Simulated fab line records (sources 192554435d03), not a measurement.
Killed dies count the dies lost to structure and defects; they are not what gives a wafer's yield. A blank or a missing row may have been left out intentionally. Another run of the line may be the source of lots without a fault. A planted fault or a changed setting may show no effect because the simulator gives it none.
What tool caused it? + flow n5_finfet + 12 lots, 36 wafers sampled, at 1 step of a route of 1938

== WHAT EACH GAUGE READ, for each wafer ==
N5_FIN_CUT_OVL_MEAS_09.
| lot  | measured    | on         | FIN_CUT_OVL (nm) |
|------|-------------|------------|------------------|
| L075 | day 2 08:23 | overlay-01 | 0.1 -1.2 -1.4    |
| L077 | day 2 22:53 | overlay-01 | 0.7 1.1 0.3      |
| L079 | day 3 08:53 | overlay-02 | 0.9 0.2 0.2      |
| L081 | day 3 21:25 | overlay-02 | 1.0 0.5 0.6      |
| L083 | day 4 10:50 | overlay-01 | -0.2 -0.1 0.6    |
| L085 | day 4 23:20 | overlay-02 | 0.9 1.2 1.6      |
| L087 | day 5 08:50 | overlay-02 | 1.3 0.4 1.5      |
| L089 | day 5 20:59 | overlay-02 | 2.3 0.9 0.4      |
| L091 | day 6 09:58 | overlay-01 | 0.5 0.8 -0.2     |
| L093 | day 6 20:32 | overlay-01 | 0.6 0.3 0.3      |
| L095 | day 7 09:19 | overlay-02 | -0.1 -0.2 -0.6   |
| L097 | day 7 22:22 | overlay-02 | -0.2 0.4 0.0     |

== TOOL THAT RAN EACH LOT (tool first, then ch and the chambers of the sampled wafers, then the start) ==
The record shows no process step preceding these readings.

== THE ANSWER, worked out from the rows above alone ==
Rule: usual is defined by the lots themselves. The widest of any qualifying gaps counts: lots, ordered by their means at a reading, are off when they make up no more than a third of the lots, leave a main group of 4 or more, and stand apart from it by 3 or more times the standard deviation of that group's means. Not used: any main group whose means are identical at the precision the tables above print for the reading. A lot without any number at a reading at which 4 lots or more have one is off too. Where the step has rows for the other lots, those lots are counted as sound.
Nothing can be told from this: no lot is off at any reading shown.

== WHAT HAD BEEN PUT IN BY THE SIMULATOR ==
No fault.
